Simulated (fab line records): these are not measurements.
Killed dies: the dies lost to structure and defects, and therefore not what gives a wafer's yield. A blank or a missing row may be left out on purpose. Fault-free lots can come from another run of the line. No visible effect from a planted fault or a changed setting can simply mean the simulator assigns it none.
fab line records | flow nand-harc
record lots=6 | wafers=18 | last-day=34
route steps=1302 shown P_M1@292 END@1302
lots with no fault: from the same line, run without faults
start-h: hours from the record's opening day to when the first of the lot's shown wafers began | wait-h: time in hours since the lot's previous step | " unchanged from the row above | L1.1+2: one row covering several wafers at once | - no value, or no start given | * or withheld: withheld | < > ~ a bound
route shown NAME@n: names a module that has steps shown in the file, with the first one's number in the route | usual: average and standard deviation across the fault-free wafers | same: alike in all rows | chamber/n: place in a boat | sites: each site's reading | _std_site: how widely they spread, as a standard deviation | _edge_site: the outer-site mean with the inner-site mean subtracted | radius-mm: how far each site lies from the wafer's centre | mask NAME#n: copy n | behind: the tool/chamber that last shaped the wafer | hold: why the lot was held/for how many hours/how that ended | device: transistor that didn't switch, given as n, p or np | end of line: tests of these same wafers at the route's end | a step with no rows: only its recipe | killed: dies lost to structure and defects at the first sort, not the wafer's yield | map: a wafer's dies, x killed, . not, _ none there
set.NAME: setting as actually run; set.NAME@STEP: the setting as run at that earlier step | model.NAME: the simulator's own value behind a step, which no gauge read
lots seen at some steps along the route; tables by step, rows by wafer
services: the hour from which a tool's chamber was out of use, counted from the record's first day as start-h (under 0 if before that day), plus the number of hours and why
## steps
# step NHARC_P_M1_EXPOSE_06
# recipe na=1.35 | target-cd-nm=130 | dose-mj=81.88 | mask-id=P_M1
# step NHARC_P_M1_PEB_07
# recipe peb-temp-c=100 | peb-time-s=65
# step NHARC_P_M1_DEVELOP_08
# recipe develop-time-s=35 | dev-temp-c=23
# step NHARC_P_M1_CD_MEAS_09
# recipe target-cd-nm=130 | landing-energy-ev=500
# usual cd-nm=130.0/0.49
lot.wafer | tool      | chamber | start-h | wait-h | cd-nm
L382.3    | cd-sem-02 | 0       | 229.95  | -      | 130.3
L382.4    | "         | 0       | "       | "      | 129.7
L382.6    | "         | 0       | "       | "      | 130.1
L384.3    | cd-sem-01 | 0       | 238.30  | -      | 130.1
L384.4    | "         | 0       | "       | "      | 129.6
L384.6    | "         | 0       | "       | "      | 130.3
L387.1    | cd-sem-03 | 0       | 269.67  | -      | 130.5
L387.3    | "         | 0       | "       | "      | 129.7
L387.5    | "         | 0       | "       | "      | 129.9
L388.2    | cd-sem-01 | 0       | 280.12  | -      | 129.4
L388.4    | "         | 0       | "       | "      | 130.1
L388.5    | "         | 0       | "       | "      | 129.7
L389.2    | cd-sem-03 | 0       | 290.40  | -      | 130.0
L389.4    | "         | 0       | "       | "      | 130.0
L389.5    | "         | 0       | "       | "      | 129.9
L396.1    | cd-sem-01 | 0       | 357.87  | -      | 129.5
L396.2    | "         | 0       | "       | "      | 129.8
L396.3    | "         | 0       | "       | "      | 129.7
# step NHARC_P_M1_OVL_MEAS_10
# recipe pitch-nm=260
# usual overlay-x-nm=0.2/0.79 | overlay-y-nm=-0.2/0.75
lot.wafer | tool       | chamber | start-h | wait-h | overlay-x-nm | overlay-y-nm
L382.3    | overlay-01 | -       | 230.03  | -      | -1.7         | 0.2
L382.4    | "          | -       | "       | "      | -1.0         | -0.1
L382.6    | "          | -       | "       | "      | -1.1         | -0.3
L384.3    | overlay-01 | -       | 238.39  | -      | 2.1          | -0.2
L384.4    | "          | -       | "       | "      | 1.6          | 0.0
L384.6    | "          | -       | "       | "      | 1.8          | -0.3
L387.1    | overlay-02 | -       | 269.76  | -      | 0.8          | -0.7
L387.3    | "          | -       | "       | "      | 0.0          | -1.4
L387.5    | "          | -       | "       | "      | 0.6          | -1.4
L388.2    | overlay-02 | -       | 280.20  | -      | -0.1         | 0.4
L388.4    | "          | -       | "       | "      | 0.3          | -0.1
L388.5    | "          | -       | "       | "      | -0.1         | 0.6
L389.2    | overlay-01 | -       | 290.48  | -      | -1.3         | 0.0
L389.4    | "          | -       | "       | "      | -1.0         | -0.3
L389.5    | "          | -       | "       | "      | -1.5         | -0.2
L396.1    | overlay-02 | -       | 357.96  | -      | 0.9          | -0.8
L396.2    | "          | -       | "       | "      | 0.9          | -0.7
L396.3    | "          | -       | "       | "      | 0.4          | -0.5
# step NHARC_P_M1_INSPECT_11
# usual raw-defect-count=4.5/2.7
lot.wafer | tool              | chamber | start-h | wait-h | raw-defect-count
L382.3    | defect-inspect-01 | -       | 230.07  | 0.0    | 9
L382.4    | "                 | -       | "       | "      | 2
L382.6    | "                 | -       | "       | "      | 7
L384.3    | defect-inspect-01 | -       | 238.42  | 0.0    | 7
L384.4    | "                 | -       | "       | "      | 3
L384.6    | "                 | -       | "       | "      | 2
L387.1    | defect-inspect-01 | -       | 269.79  | 0.0    | 6
L387.3    | "                 | -       | "       | "      | 6
L387.5    | "                 | -       | "       | "      | 6
L388.2    | defect-inspect-02 | -       | 280.24  | 0.0    | 9
L388.4    | "                 | -       | "       | "      | 2
L388.5    | "                 | -       | "       | "      | 5
L389.2    | defect-inspect-01 | -       | 290.52  | 0.0    | 3
L389.4    | "                 | -       | "       | "      | 3
L389.5    | "                 | -       | "       | "      | 4
L396.1    | defect-inspect-01 | -       | 358.00  | 0.0    | 5
L396.2    | "                 | -       | "       | "      | 4
L396.3    | "                 | -       | "       | "      | 3
# step NHARC_P_M1_DESCUM_14
# recipe time-s=3 | o2-flow-sccm=200 | ar-flow-sccm=0 | bias-power-w=0 | chemistry=O2
# step NHARC_P_M1_ETCH_35
# recipe target-depth-a=400 | overetch-a=120 | time-s=43.94 | ion-energy-ev=200 | n2-flow-sccm=150 | h2-flow-sccm=150 | ar-flow-sccm=0 | rf-w=400 | bias-w=150 | chemistry=N2/H2
# usual chamber-pressure-mTorr=30.004/0.028 | drypump-motor-current-A=5.74/0.26 | oes-product-au=1.001/0.0072 | rf-vpp-V=431.0/2.8 | showerhead-plenum-p-Torr=2.05/0.097 | throttle-valve-pct=14.172/0.0092
# same time-s=43.94
lot.wafer | tool        | chamber | start-h | wait-h | chamber-pressure-mTorr | drypump-motor-current-A | oes-product-au | rf-hours-counter-h | rf-vpp-V | showerhead-plenum-p-Torr | throttle-valve-pct
L382.4    | rie-diel-13 | 1       | 230.21  | 0.1    | 30.039                 | 5.58                    | 1.001          | 4                  | 433.0    | 2.14                     | 14.156
L382.3    | "           | 0       | "       | "      | 30.030                 | 6.03                    | 1.005          | 3                  | 435.3    | 2.20                     | 14.183
L382.6    | "           | 2       | "       | "      | 30.046                 | 5.64                    | 0.999          | -                  | 426.5    | 1.90                     | 14.195
L384.3    | rie-diel-04 | 0       | 238.57  | 0.1    | 30.023                 | 5.91                    | 0.993          | 4                  | 429.6    | 1.99                     | 14.183
L384.4    | "           | 1       | "       | "      | 29.998                 | 5.40                    | 1.000          | 2                  | 427.3    | 1.95                     | 14.164
L384.6    | "           | 1       | "       | "      | 29.996                 | 5.40                    | 0.998          | -                  | 429.2    | 1.95                     | 14.177
L387.1    | rie-diel-13 | 2       | 269.96  | 0.1    | 29.992                 | 5.62                    | 0.992          | 5                  | 427.7    | 1.90                     | 14.177
L387.3    | "           | 3       | "       | "      | 30.048                 | 6.03                    | 1.006          | 5                  | 430.3    | 2.03                     | 14.187
L387.5    | "           | 1       | "       | "      | 30.006                 | 5.60                    | 1.003          | -                  | 433.9    | 2.14                     | 14.173
L388.2    | rie-diel-13 | 2       | 280.42  | 0.1    | 29.959                 | 5.61                    | 0.996          | 6                  | 426.4    | 1.90                     | 14.174
L388.5    | "           | 0       | "       | "      | 30.014                 | 6.02                    | 0.991          | -                  | 434.4    | 2.19                     | 14.172
L388.4    | "           | 2       | "       | "      | 30.022                 | 5.60                    | 0.994          | -                  | 427.8    | 1.90                     | 14.185
L389.2    | rie-diel-13 | 3       | 290.67  | 0.1    | 30.026                 | 6.06                    | 1.000          | 6                  | 430.8    | 2.03                     | 14.168
L389.4    | "           | 1       | "       | "      | 30.027                 | 5.58                    | 1.007          | 7                  | 434.3    | 2.14                     | 14.172
L389.5    | "           | 3       | "       | "      | 29.979                 | 6.07                    | 1.007          | -                  | 429.2    | 2.03                     | 14.160
L396.1    | rie-diel-13 | 3       | 358.16  | 0.1    | 30.041                 | 6.07                    | 1.001          | 1                  | 430.9    | 2.03                     | 14.177
L396.2    | "           | 0       | "       | "      | 30.037                 | 6.01                    | 1.012          | 1                  | 434.6    | 2.19                     | 14.177
L396.3    | "           | 2       | "       | "      | 30.022                 | 5.62                    | 1.001          | 1                  | 427.5    | 1.90                     | 14.170
# step NHARC_P_M1_ETCH_15
# recipe target-depth-a=1825 | time-s=91.2 | c4f8-flow-sccm=withheld | ar-flow-sccm=400 | rf-w=600 | bias-w=300 | chemistry=C4F8/Ar
# usual chamber-pressure-mTorr=25.002/0.025 | oes-product-au=0.959/0.019 | rf-vpp-V=441.5/2.9
# same time-s=91.2
lot.wafer | tool        | chamber | start-h | wait-h | chamber-pressure-mTorr | oes-product-au | rf-hours-counter-h | rf-vpp-V
L382.4    | rie-diel-13 | 3       | -       | -      | 25.029                 | 0.973          | 3                  | 440.3
L382.3    | "           | 0       | "       | "      | 25.000                 | 0.976          | 3                  | 444.3
L382.6    | "           | 3       | "       | "      | 24.974                 | 0.971          | -                  | 440.8
L384.4    | rie-diel-04 | 3       | -       | -      | 24.995                 | 0.924          | 4                  | 443.0
L384.3    | "           | 0       | "       | "      | 24.994                 | 0.919          | 4                  | 440.5
L384.6    | "           | 2       | "       | "      | 24.982                 | 0.918          | -                  | 441.0
L387.1    | rie-diel-13 | 2       | -       | -      | 25.009                 | 0.926          | 5                  | 437.2
L387.3    | "           | 3       | "       | "      | 24.991                 | 0.962          | 5                  | 440.5
L387.5    | "           | 3       | "       | "      | 25.011                 | 0.969          | -                  | 440.8
L388.2    | rie-diel-13 | 3       | -       | -      | 24.960                 | 0.965          | 5                  | 440.3
L388.4    | "           | 3       | "       | "      | 24.998                 | 0.969          | -                  | 438.7
L388.5    | "           | 2       | "       | "      | 25.033                 | 0.962          | -                  | 436.7
L389.4    | rie-diel-13 | 3       | -       | -      | 25.017                 | 0.961          | 6                  | 441.2
L389.2    | "           | 0       | "       | "      | 25.014                 | 0.964          | 6                  | 443.9
L389.5    | "           | 3       | "       | "      | 24.964                 | 0.963          | -                  | 441.0
L396.1    | rie-diel-13 | 3       | -       | -      | 25.005                 | 0.945          | 1                  | 439.8
L396.3    | "           | 0       | "       | "      | 24.942                 | 0.956          | 1                  | 443.9
L396.2    | "           | 2       | "       | "      | 24.965                 | 0.962          | 1                  | 436.1
# step NHARC_P_M1_CD_MEAS_16
# usual cd-nm=130.0/0.63
lot.wafer | tool      | chamber | start-h | wait-h | cd-nm
L382.3    | cd-sem-01 | -       | 230.44  | -      | 130.2
L382.4    | "         | -       | "       | "      | 130.2
L382.6    | "         | -       | "       | "      | 129.6
L384.3    | cd-sem-03 | -       | 238.80  | -      | 130.1
L384.4    | "         | -       | "       | "      | 129.1
L384.6    | "         | -       | "       | "      | 129.9
L387.1    | cd-sem-01 | -       | 270.18  | -      | 129.8
L387.3    | "         | -       | "       | "      | 129.1
L387.5    | "         | -       | "       | "      | 129.9
L388.2    | cd-sem-03 | -       | 280.65  | -      | 129.0
L388.4    | "         | -       | "       | "      | 129.8
L388.5    | "         | -       | "       | "      | 130.3
L389.2    | cd-sem-03 | -       | 290.89  | -      | 129.0
L389.4    | "         | -       | "       | "      | 130.1
L389.5    | "         | -       | "       | "      | 129.7
L396.1    | cd-sem-03 | -       | 358.41  | -      | 129.3
L396.2    | "         | -       | "       | "      | 129.1
L396.3    | "         | -       | "       | "      | 130.2
# step NHARC_P_M1_STRIP_18
# recipe power-w=1000 | n2-flow-sccm=150 | h2-flow-sccm=150 | ar-flow-sccm=0 | bias-w=0 | chemistry=N2/H2
# usual chamber-pressure-mTorr=30.002/0.027 | drypump-motor-current-A=5.68/0.27 | oes-product-au=1.002/0.0072 | power-w=999.9/2.9 | rf-vpp-V=90.8/1.1 | showerhead-plenum-p-Torr=2.05/0.087 | throttle-valve-pct=14.171/0.0093
# same bias-w=0
lot.wafer | tool        | chamber | start-h | wait-h | chamber-pressure-mTorr | drypump-motor-current-A | oes-product-au | power-w | rf-hours-counter-h | rf-vpp-V | showerhead-plenum-p-Torr | throttle-valve-pct
L382.3    | rie-diel-12 | 2       | 230.53  | 0.1    | 30.006                 | 5.20                    | 1.007          | 997.8   | 35                 | 91.7     | 2.01                     | 14.175
L382.4    | "           | 0       | "       | "      | 29.988                 | 5.49                    | 1.012          | 1001.0  | 40                 | 90.6     | 2.04                     | 14.184
L382.6    | "           | 2       | "       | "      | 30.060                 | 5.23                    | 1.006          | 995.3   | -                  | 89.8     | 2.01                     | 14.176
L384.4    | rie-diel-13 | 3       | 238.89  | 0.1    | 29.999                 | 6.08                    | 1.002          | 992.7   | 4                  | 91.3     | 2.03                     | 14.148
L384.3    | "           | 0       | "       | "      | 29.986                 | 6.02                    | 1.001          | 999.0   | 4                  | 91.5     | 2.20                     | 14.174
L384.6    | "           | 3       | "       | "      | 29.989                 | 6.08                    | 0.998          | 998.5   | -                  | 91.0     | 2.03                     | 14.179
L387.1    | rie-diel-04 | 3       | 270.25  | 0.1    | 29.976                 | 5.33                    | 1.007          | 999.0   | 7                  | 91.8     | 2.11                     | 14.171
L387.3    | "           | 2       | "       | "      | 29.977                 | 5.65                    | 0.994          | 1002.7  | 7                  | 89.4     | 2.06                     | 14.167
L387.5    | "           | 0       | "       | "      | 29.939                 | 5.91                    | 1.008          | 1001.0  | -                  | 89.9     | 1.99                     | 14.170
L388.2    | rie-diel-04 | 3       | 280.72  | 0.1    | 29.996                 | 5.32                    | 1.001          | 1000.8  | 8                  | 91.1     | 2.11                     | 14.182
L388.4    | "           | 2       | "       | "      | 30.027                 | 5.65                    | 0.994          | 1000.5  | 7                  | 90.8     | 2.06                     | 14.179
L388.5    | "           | 0       | "       | "      | 30.009                 | 5.93                    | 0.988          | 998.5   | -                  | 91.9     | 1.99                     | 14.178
L389.2    | rie-diel-12 | 1       | 290.96  | 0.1    | 30.044                 | 5.66                    | 0.993          | 998.7   | 3                  | 90.8     | 2.12                     | 14.187
L389.4    | "           | 0       | "       | "      | 30.030                 | 5.49                    | 1.014          | 997.3   | 3                  | 91.1     | 2.03                     | 14.168
L389.5    | "           | 2       | "       | "      | 30.031                 | 5.20                    | 1.009          | 1002.2  | -                  | 90.2     | 2.00                     | 14.170
L396.1    | rie-diel-13 | 0       | 358.48  | 0.1    | 30.004                 | 6.03                    | 1.001          | 999.0   | 1                  | 92.9     | 2.19                     | 14.178
L396.2    | "           | 2       | "       | "      | 29.969                 | 5.62                    | 1.005          | 1000.9  | 1                  | 89.6     | 1.90                     | 14.189
L396.3    | "           | 3       | "       | "      | 30.011                 | 6.05                    | 1.005          | 1002.7  | 1                  | 92.1     | 2.03                     | 14.160
# step NHARC_P_M1_ETCH_28
# recipe target-depth-a=300 | over-etch-frac=0.3 | time-s=72.99 | ion-energy-ev=150 | cf4-flow-sccm=50 | n2-flow-sccm=100 | ar-flow-sccm=150 | rf-w=300 | bias-w=100 | chemistry=CF4/N2
# usual chamber-pressure-mTorr=29.998/0.026 | drypump-motor-current-A=5.67/0.27 | oes-product-au=1.001/0.0073 | rf-vpp-V=314.6/2 | showerhead-plenum-p-Torr=2.64/0.1 | throttle-valve-pct=19.795/0.0092
# same time-s=72.99
lot.wafer | tool        | chamber | start-h | wait-h | chamber-pressure-mTorr | drypump-motor-current-A | oes-product-au | rf-hours-counter-h | rf-vpp-V | showerhead-plenum-p-Torr | throttle-valve-pct
L382.3    | rie-diel-12 | 0       | -       | -      | 30.031                 | 5.49                    | 1.017          | 40                 | 314.3    | 2.63                     | 19.795
L382.4    | "           | 2       | "       | "      | 29.978                 | 5.22                    | 1.008          | 35                 | 313.9    | 2.59                     | 19.791
L382.6    | "           | 3       | "       | "      | 29.998                 | 5.51                    | 1.003          | -                  | 313.0    | 2.58                     | 19.786
L384.3    | rie-diel-13 | 3       | -       | -      | 29.965                 | 6.06                    | 1.004          | 4                  | 314.4    | 2.62                     | 19.791
L384.4    | "           | 2       | "       | "      | 29.998                 | 5.66                    | 0.991          | 4                  | 310.8    | 2.46                     | 19.803
L384.6    | "           | 0       | "       | "      | 29.993                 | 6.02                    | 1.017          | -                  | 318.5    | 2.81                     | 19.792
L387.1    | rie-diel-04 | 1       | -       | -      | 29.995                 | 5.38                    | 0.995          | 5                  | 311.3    | 2.51                     | 19.805
L387.3    | "           | 2       | "       | "      | 30.010                 | 5.66                    | 0.994          | 7                  | 315.8    | 2.65                     | 19.772
L387.5    | "           | 1       | "       | "      | 29.956                 | 5.35                    | 1.010          | -                  | 312.6    | 2.51                     | 19.791
L388.4    | rie-diel-04 | 0       | -       | -      | 30.023                 | 5.92                    | 0.999          | 7                  | 313.1    | 2.56                     | 19.801
L388.2    | "           | 2       | "       | "      | 29.965                 | 5.64                    | 0.987          | 7                  | 314.2    | 2.65                     | 19.790
L388.5    | "           | 3       | "       | "      | 29.991                 | 5.33                    | 0.993          | -                  | 316.6    | 2.72                     | 19.785
L389.2    | rie-diel-12 | 2       | -       | -      | 29.992                 | 5.20                    | 1.002          | 3                  | 312.1    | 2.58                     | 19.809
L389.4    | "           | 0       | "       | "      | 29.990                 | 5.45                    | 1.010          | 3                  | 312.9    | 2.62                     | 19.786
L389.5    | "           | 1       | "       | "      | 29.980                 | 5.66                    | 0.993          | -                  | 316.5    | 2.72                     | 19.776
L396.2    | rie-diel-13 | 3       | -       | -      | 30.062                 | 6.07                    | 0.996          | 1                  | 313.4    | 2.61                     | 19.804
L396.3    | "           | 0       | "       | "      | 30.000                 | 5.99                    | 0.996          | 1                  | 318.2    | 2.81                     | 19.786
L396.1    | "           | 2       | "       | "      | 29.996                 | 5.64                    | 0.983          | 1                  | 312.3    | 2.46                     | 19.803
# step NHARC_P_M1_STRIP_19
# recipe time-s=600 | temp-c=30 | chemistry=post-etch-residue-remover
# usual bath-heat-duty-pct=13.4/1.6 | run-length-s=603.0/1 | time-s=600/0
lot.wafer | tool         | chamber | start-h | wait-h | bath-heat-duty-pct | run-length-s | time-s
L382.6    | wet-bench-10 | 5       | 230.88  | -      | 15.1               | 603.7        | 600
L382.4    | "            | 6       | "       | "      | 15.2               | 604.1        | 600
L382.3    | "            | 0       | "       | "      | 12.3               | 603.1        | 600
L384.3    | wet-bench-08 | 2       | 239.24  | -      | 14.2               | 602.6        | 600
L384.6    | "            | 3       | "       | "      | 10.8               | 602.5        | 600
L384.4    | "            | 4       | "       | "      | 16.3               | 603.1        | 600
L387.1    | wet-bench-10 | 1       | 270.63  | -      | -                  | -            | -
L387.5    | "            | 2       | "       | "      | -                  | -            | -
L387.3    | "            | 4       | "       | "      | -                  | -            | -
L388.5    | wet-bench-08 | 4       | 281.09  | -      | -                  | -            | -
L388.2    | "            | 7       | "       | "      | -                  | -            | -
L388.4    | "            | 0       | "       | "      | -                  | -            | -
L389.2    | wet-bench-10 | 7       | 291.33  | -      | 11.7               | 604.0        | 600
L389.4    | "            | 2       | "       | "      | 12.4               | 603.0        | 600
L389.5    | "            | 4       | "       | "      | 10.7               | 603.7        | 600
L396.3    | wet-bench-10 | 2       | 358.93  | -      | 13.0               | 601.0        | 600
L396.2    | "            | 3       | "       | "      | 13.6               | 601.8        | 600
L396.1    | "            | 5       | "       | "      | 13.7               | 602.4        | 600
# step NHARC_P_M1_DEGAS_29
# recipe temp-c=250 | time-s=60
# usual heater-power-w=348/40
# same time-s=60
lot.wafer | tool           | chamber | start-h | wait-h | heater-power-w
L382.3    | pvd-sputter-02 | -       | 231.15  | -      | 327
L382.4    | "              | -       | "       | "      | 330
L382.6    | "              | -       | "       | "      | 395
L384.3    | pvd-sputter-03 | -       | 239.52  | -      | 382
L384.4    | "              | -       | "       | "      | 321
L384.6    | "              | -       | "       | "      | 282
L387.3    | pvd-sputter-03 | -       | 270.89  | 0.2    | 373
L387.1    | "              | -       | "       | "      | 281
L387.5    | "              | -       | "       | "      | 372
L388.2    | pvd-sputter-02 | -       | 281.37  | 0.2    | 317
L388.4    | "              | -       | "       | "      | 384
L388.5    | "              | -       | "       | "      | 319
L389.2    | pvd-sputter-03 | -       | 291.61  | -      | 373
L389.4    | "              | -       | "       | "      | 323
L389.5    | "              | -       | "       | "      | 373
L396.1    | pvd-sputter-03 | -       | 359.20  | -      | 276
L396.2    | "              | -       | "       | "      | 381
L396.3    | "              | -       | "       | "      | 314
# step NHARC_END_SORT_01
# recipe temp-c=25
# usual defect-limited-yield=91.8/2.3 | killed-at-array=51/16 | killed-at-other=0.6/0.88 | killed-at-periphery=4.0/2.6 | killed-dies=55/16 | killed-open=3.5/1.9 | killed-short=2.3/1.6 | sort_bin_2_pct=2.9/1.1 | sort_bin_3_pct=0.6/0.41 | sort_bin_4_pct=4.6/1.3 | sort-n-pass=622/16 | sort-rim-yield-pct=93/3.2 | sort-yield-pct=91.8/2.3
# same gross-dies=677 | sort_bin_5_pct[%]=0 | sort_bin_6_pct[%]=0 | sort_bin_7_pct[%]=0 | sort_bin_8_pct[%]=0 | sort-rim-n-gross=106.00
lot.wafer | tool      | chamber | start-h | wait-h | defect-limited-yield[%] | killed-at-array | killed-at-other | killed-at-periphery | killed-dies | killed-open | killed-short | sort_bin_2_pct[%] | sort_bin_3_pct[%] | sort_bin_4_pct[%] | sort-n-pass | sort-rim-yield-pct[%] | sort-yield-pct[%]
L382.3    | prober-02 | 0       | 690.36  | 3.1    | 87.0                    | 74              | 0               | 14                  | 88          | 5           | 5            | 4.3               | 1.8               | 6.9               | 589         | 92                    | 87.0
L382.4    | prober-02 | 0       | 691.16  | 3.4    | 91.6                    | 52              | 0               | 5                   | 57          | 3           | 3            | 4.0               | 0.3               | 4.1               | 620         | 86                    | 91.6
L382.6    | prober-02 | 0       | 692.77  | 4.0    | 91.3                    | 55              | 0               | 4                   | 59          | 7           | 1            | 4.3               | 0.6               | 3.8               | 618         | 93                    | 91.3
L384.3    | prober-02 | 0       | 706.06  | 3.1    | 90.3                    | 62              | 2               | 2                   | 66          | 3           | 3            | 3.2               | 0.6               | 5.9               | 611         | 93                    | 90.3
L384.4    | prober-02 | 0       | 706.87  | 3.4    | 92.2                    | 48              | 0               | 5                   | 53          | 2           | 2            | 3.5               | 0.7               | 3.5               | 624         | 92                    | 92.2
L384.6    | prober-02 | 0       | 708.49  | 4.0    | 91.1                    | 55              | 1               | 4                   | 60          | 1           | 1            | 3.2               | 0.7               | 4.9               | 617         | 97                    | 91.1
L387.1    | prober-01 | 0       | 706.52  | 2.5    | 91.0                    | 57              | 0               | 4                   | 61          | 7           | 2            | 3.4               | 0.4               | 5.2               | 616         | 92                    | 91.0
L387.3    | prober-01 | 0       | 708.12  | 3.1    | 92.6                    | 47              | 0               | 3                   | 50          | 2           | 5            | 3.4               | 0.6               | 3.4               | 627         | 93                    | 92.6
L387.5    | prober-01 | 0       | 709.71  | 3.7    | 90.1                    | 63              | 0               | 4                   | 67          | 6           | 2            | 4.1               | 1.2               | 4.6               | 610         | 93                    | 90.1
L388.2    | prober-01 | 0       | 715.83  | 2.8    | 94.8                    | 25              | 3               | 7                   | 35          | 4           | 6            | 1.0               | 0.7               | 3.4               | 642         | 97                    | 94.8
L388.4    | prober-01 | 0       | 717.43  | 3.4    | 95.1                    | 32              | 0               | 1                   | 33          | 4           | 4            | 1.5               | 0.4               | 3.0               | 644         | 95                    | 95.1
L388.5    | prober-01 | 0       | 718.22  | 3.7    | 95.1                    | 27              | 2               | 4                   | 33          | 3           | 3            | 1.2               | 0                 | 3.7               | 644         | 95                    | 95.1
# killed by level:class
L382.3 A_CHANNEL_HOLE_D1:chamber-film-flake=37 A_SLIT:chamber-film-flake=22 P_BONDPAD:chamber-film-flake=7 A_CONTACT:chamber-film-flake=5 P_GATE:chamber-film-flake=3 A_CHANNEL_FILL_D2:geometric-particle:open=2 P_CONTACT:geometric-particle:short=1 P_M1:geometric-particle:short=1
L382.4 A_SLIT:chamber-film-flake=29 A_CHANNEL_HOLE_D1:chamber-film-flake=10 A_CONTACT:chamber-film-flake=5 P_BONDPAD:chamber-film-flake=3 A_CHANNEL_FILL_D1:chamber-film-flake=2 A_CHANNEL_FILL_D1:geometric-particle:short=1 A_CHANNEL_FILL_D1:geometric-particle:open=1 A_DECK1_JOINT:geometric-particle:short=1
L382.6 A_SLIT:chamber-film-flake=23 A_CHANNEL_HOLE_D1:chamber-film-flake=22 A_M0:geometric-particle:open=2 P_BONDPAD:chamber-film-flake=2 A_CONTACT:chamber-film-flake=2 P_M1:geometric-particle:open=1 A_CHANNEL_HOLE_D1:geometric-particle:open=1 A_CHANNEL_FILL_D1:geometric-particle:open=1
L384.3 A_CHANNEL_HOLE_D1:chamber-film-flake=36 A_CHANNEL_HOLE_D2:chamber-film-flake=12 A_SLIT:chamber-film-flake=5 A_CONTACT:chamber-film-flake=2 THIN_TSV:chamber-film-flake=2 P_CONTACT:geometric-particle:open=1 A_ONON_D1:geometric-particle:open=1 A_ONON_D2:geometric-particle:open=1
L387.1 A_SLIT:chamber-film-flake=33 A_CHANNEL_HOLE_D2:chamber-film-flake=9 A_CHANNEL_HOLE_D1:chamber-film-flake=3 A_WL_FILL:chamber-film-flake=3 A_M0:geometric-particle:open=2 A_CONTACT:chamber-film-flake=2 P_GATE:geometric-particle:open=1 P_CONTACT:geometric-particle:short=1
L384.4 A_CHANNEL_HOLE_D1:chamber-film-flake=19 A_CHANNEL_HOLE_D2:chamber-film-flake=11 A_SLIT:chamber-film-flake=6 P_STI:chamber-film-flake=3 A_CONTACT:chamber-film-flake=3 P_BONDPAD:chamber-film-flake=2 A_BONDPAD:chamber-film-flake=2 A_SOURCE_PLATE:geometric-particle:short=1
L387.3 A_SLIT:chamber-film-flake=25 A_CHANNEL_HOLE_D2:chamber-film-flake=8 A_CONTACT:chamber-film-flake=4 A_CHANNEL_HOLE_D1:chamber-film-flake=2 P_GATE:chamber-film-flake=2 A_ONON_D1:geometric-particle:short=1 A_DECK1_JOINT:geometric-particle:short=1 A_ONON_D2:geometric-particle:short=1
L384.6 A_CHANNEL_HOLE_D1:chamber-film-flake=36 A_CHANNEL_HOLE_D2:chamber-film-flake=11 P_M2:chamber-film-flake=2 A_SLIT:chamber-film-flake=2 P_CONTACT:geometric-particle:short=1 A_M1:geometric-particle:open=1 P_BONDPAD:chamber-film-flake=1 A_BONDPAD:chamber-film-flake=1
L387.5 A_SLIT:chamber-film-flake=25 A_CHANNEL_HOLE_D1:chamber-film-flake=11 A_CHANNEL_HOLE_D2:chamber-film-flake=6 A_CONTACT:chamber-film-flake=5 A_STAIRCASE:chamber-film-flake=3 A_WL_FILL:chamber-film-flake=3 A_BONDPAD:chamber-film-flake=3 P_CONTACT:geometric-particle:open=2
L388.2 A_CHANNEL_HOLE_D1:chamber-film-flake=10 A_SLIT:chamber-film-flake=4 A_CONTACT:chamber-film-flake=3 A_CHANNEL_FILL_D1:geometric-particle:short=2 P_STI:chamber-film-flake=2 A_STAIRCASE:chamber-film-flake=2 P_GATE:geometric-particle:open=1 P_M1:geometric-particle:open=1
L388.4 A_CHANNEL_HOLE_D1:chamber-film-flake=12 A_STAIRCASE:chamber-film-flake=5 A_SLIT:chamber-film-flake=4 A_SOURCE_PLATE:geometric-particle:short=1 A_CHANNEL_HOLE_D1:geometric-particle:short=1 A_CHANNEL_FILL_D1:geometric-particle:open=1 A_ONON_D2:geometric-particle:short=1 A_CHANNEL_HOLE_D2:geometric-particle:open=1
L388.5 A_CHANNEL_HOLE_D1:chamber-film-flake=9 A_SLIT:chamber-film-flake=9 A_STAIRCASE:chamber-film-flake=4 P_GATE:chamber-film-flake=2 P_GATE:geometric-particle:open=1 A_DECK1_JOINT:geometric-particle:short=1 A_SGD_CUT:geometric-particle:open=1 A_SGD_CUT:geometric-particle:short=1
## services
tool           | chamber | start-h | hours | kind
rie-diel-04    | 0       | 211.86  | 3.5   | repair
rie-diel-13    | 3       | 212.79  | 2.7   | repair
rie-diel-04    | 1       | 213.69  | 22.4  | repair
rie-diel-13    | 0       | 223.00  | -     | clean
rie-diel-13    | 1       | 223.00  | -     | clean
rie-diel-13    | 2       | 223.00  | -     | clean
rie-diel-13    | 3       | 223.00  | -     | clean
rie-diel-13    | 2       | 246.96  | 23.0  | repair
rie-diel-13    | 0       | 247.55  | -     | clean
rie-diel-13    | 1       | 247.55  | -     | clean
rie-diel-12    | 3       | 253.39  | 6.3   | repair
pvd-sputter-03 | -       | 260.60  | 0.8   | repair
rie-diel-12    | -       | 269.08  | 9.0   | pm
rie-diel-13    | 0       | 274.15  | 5.0   | repair
rie-diel-13    | 1       | 277.73  | 9.5   | repair
pvd-sputter-02 | -       | 282.65  | 10.0  | pm
wet-bench-08   | -       | 294.40  | 8.0   | pm
rie-diel-04    | 2       | 306.28  | 4.5   | repair
wet-bench-10   | -       | 311.20  | 8.0   | pm
rie-diel-12    | 2       | 316.05  | 8.9   | repair
rie-diel-13    | -       | 342.00  | 9.0   | pm
rie-diel-12    | 3       | 344.41  | 4.1   | repair
pvd-sputter-03 | -       | 348.05  | 10.0  | pm
rie-diel-04    | -       | 355.27  | 9.0   | pm
## key
first-sign step=NHARC_P_M1_STRIP_19 | reading=tool-record | direction=missing
effect none on later readings
met-at NHARC_P_M1_STRIP_19
struck-wafers L387.1,L387.3,L387.5,L388.2,L388.4,L388.5
onset-between 239.24 270.63
fault kind=skipped-step-whole | tool=wet-bench-08,wet-bench-10 | chamber=- | onset-h=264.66 | steps=NHARC_P_M1_STRIP_19 | scope=struck-lots-only
